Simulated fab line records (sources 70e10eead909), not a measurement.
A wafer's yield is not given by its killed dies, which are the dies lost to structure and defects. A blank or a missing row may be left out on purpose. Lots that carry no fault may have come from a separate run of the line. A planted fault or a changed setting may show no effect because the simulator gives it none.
Matching of chambers / flow nand-harc / NHARC_A_CHANNEL_FILL_D2_CMP_10 on cmp-01 has 4 sister chambers
The step polishes, target thk 150 nm. 8 wafers are shown with their chamber, then 7 later ones without.

## EACH WAFER AND ITS CHAMBER
wafer=L085.3; chamber=2; motor-current-A (A)=12.1; slurry-filter-dp-kPa (kPa)=13.53
wafer=L085.5; chamber=0; motor-current-A (A)=12.8; slurry-filter-dp-kPa (kPa)=13.36
wafer=L085.6; chamber=3; motor-current-A (A)=10.7; slurry-filter-dp-kPa (kPa)=13.43
wafer=L089.1; chamber=0; motor-current-A (A)=12.8; slurry-filter-dp-kPa (kPa)=13.23
wafer=L089.3; chamber=1; motor-current-A (A)=11.7; slurry-filter-dp-kPa (kPa)=13.56
wafer=L089.4; chamber=2; motor-current-A (A)=12.2; slurry-filter-dp-kPa (kPa)=13.69
wafer=L090.2; chamber=3; motor-current-A (A)=10.1; slurry-filter-dp-kPa (kPa)=13.50
wafer=L090.3; chamber=1; motor-current-A (A)=12.8; slurry-filter-dp-kPa (kPa)=13.76

## WAFERS WHOSE CHAMBER IS MISSING
wafer=L090.6; motor-current-A (A)=12.2; slurry-filter-dp-kPa (kPa)=13.34
wafer=L091.2; motor-current-A (A)=12.3; slurry-filter-dp-kPa (kPa)=13.66
wafer=L091.3; motor-current-A (A)=13.0; slurry-filter-dp-kPa (kPa)=13.73
wafer=L091.6; motor-current-A (A)=12.5; slurry-filter-dp-kPa (kPa)=13.43
wafer=L093.2; motor-current-A (A)=12.1; slurry-filter-dp-kPa (kPa)=13.39
wafer=L093.3; motor-current-A (A)=10.6; slurry-filter-dp-kPa (kPa)=13.62
wafer=L093.5; motor-current-A (A)=12.7; slurry-filter-dp-kPa (kPa)=13.53

## WHICH CHAMBER EACH WENT THROUGH
wafer=L090.6; from the rows above=can't be placed: 0 or 2 or 1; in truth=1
wafer=L091.2; from the rows above=can't be placed: 1 or 2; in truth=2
wafer=L091.3; from the rows above=can't be placed: 1 or 2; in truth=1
wafer=L091.6; from the rows above=can't be placed: 0 or 2 or 1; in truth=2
wafer=L093.2; from the rows above=can't be placed: 0 or 2 or 1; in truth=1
wafer=L093.3; from the rows above=can't be placed: 3 or 2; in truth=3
wafer=L093.5; from the rows above=can't be placed: 2 or 1 or 0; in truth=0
0 of 7 placed correctly. From these rows, 7 cannot be placed; in 7 the true chamber is one of the candidates. 0 placed wrongly.
How it was worked out, from the rows above alone: a wafer's distance from a chamber is the root of the sum, over the readings, of the square of ((its reading less the chamber's mean) divided by the reading's scatter). If the next closest chamber is less than 2 further off than the closest, the wafer can't be placed; otherwise it belongs to the closest. The mean given for a chamber averages the wafers shown for that chamber. The scatter is the square root of a quotient: the sum, over the shown wafers, of each reading's squared deviation from its chamber's mean, divided by wafers minus chambers.
